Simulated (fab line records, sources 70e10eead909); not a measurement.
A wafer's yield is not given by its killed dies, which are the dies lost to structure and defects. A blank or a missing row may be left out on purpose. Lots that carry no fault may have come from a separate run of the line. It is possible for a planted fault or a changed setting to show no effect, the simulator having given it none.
Chamber matching + flow nand harc + NHARC_P_M1_ETCH_35 on rie diel-13 has 4 sister chambers
The step etches the open film in N2/H2, target depth 40 nm, overetch 12 nm, time 43.94 s. 14 wafers are shown with their chamber, then 7 later ones without.

WAFERS WITH THEIR CHAMBER
| wafer  | chamber | drypump motor current A (A) | rf vpp V (V) | oes product au (a.u.) |
|--------|---------|-----------------------------|--------------|-----------------------|
| L231.2 | 2       | 5.5                         | 426.9        | 0.996                 |
| L231.4 | 0       | 5.4                         | 428.3        | 1.003                 |
| L231.5 | 0       | 5.4                         | 429.8        | 1.007                 |
| L232.2 | 3       | 6.3                         | 435.3        | 0.989                 |
| L232.5 | 3       | 6.3                         | 434.3        | 0.998                 |
| L232.6 | 2       | 5.5                         | 427.4        | 0.998                 |
| L233.1 | 1       | 6.4                         | 430.8        | 0.997                 |
| L233.2 | 3       | 6.3                         | 435.9        | 1.004                 |
| L233.5 | 1       | 6.3                         | 431.1        | 1.005                 |
| L235.1 | 1       | 6.4                         | 432.4        | 0.990                 |
| L235.2 | 0       | 5.4                         | 429.9        | 1.016                 |
| L235.3 | 2       | 5.5                         | 425.6        | 1.000                 |
| L234.3 | 3       | 6.3                         | 432.3        | 1.005                 |
| L234.4 | 2       | 5.4                         | 427.4        | 1.009                 |

SIGNATURES (averages over the wafers above)
| reading                 | chamber 0 | chamber 1 | chamber 2 | chamber 3 | scatter within a chamber |
|-------------------------|-----------|-----------|-----------|-----------|--------------------------|
| drypump motor current A | 5.400     | 6.367     | 5.475     | 6.300     | 0.0376                   |
| rf vpp V                | 429.333   | 431.433   | 426.825   | 434.450   | 1.13                     |
| oes product au          | 1.00867   | 0.99733   | 1.00075   | 0.99900   | 0.0068                   |
Rule: for a wafer and a chamber, the distance is found by dividing, reading by reading, the gap between the wafer's reading and the chamber's mean by the reading's scatter, squaring, summing and taking the root. The wafer belongs to the nearest chamber; if the next one is less than 2 further off, it can't be placed. The scatter is the square root of a quotient: the sum, over the shown wafers, of each reading's squared deviation from its chamber's mean, divided by wafers minus chambers.

WAFERS WHOSE CHAMBER IS MISSING
| wafer  | drypump motor current A (A) | rf vpp V (V) | oes product au (a.u.) |
|--------|-----------------------------|--------------|-----------------------|
| L234.5 | 6.4                         | 431.5        | 1.001                 |
| L237.2 | 6.4                         | 432.9        | 1.005                 |
| L237.3 | 6.3                         | 434.8        | 0.996                 |
| L237.5 | 5.5                         | 426.0        | 1.006                 |
| L247.2 | 6.3                         | 433.0        | 1.007                 |
| L247.4 | 5.4                         | 427.8        | 1.013                 |
| L247.6 | 5.4                         | 430.4        | 1.020                 |

CHAMBER TAKEN BY EACH
| wafer  | from the rows above     | in truth |
|--------|-------------------------|----------|
| L234.5 | 1                       | 1        |
| L237.2 | can't be placed: 1 or 3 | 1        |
| L237.3 | 3                       | 3        |
| L237.5 | 2                       | 2        |
| L247.2 | can't be placed: 3 or 1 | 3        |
| L247.4 | can't be placed: 0 or 2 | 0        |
| L247.6 | 0                       | 0        |
Correct placement for 4 of the 7. Can't be placed from these rows: 3 (the true chamber is among the candidates in 3). Placed wrongly: 0.
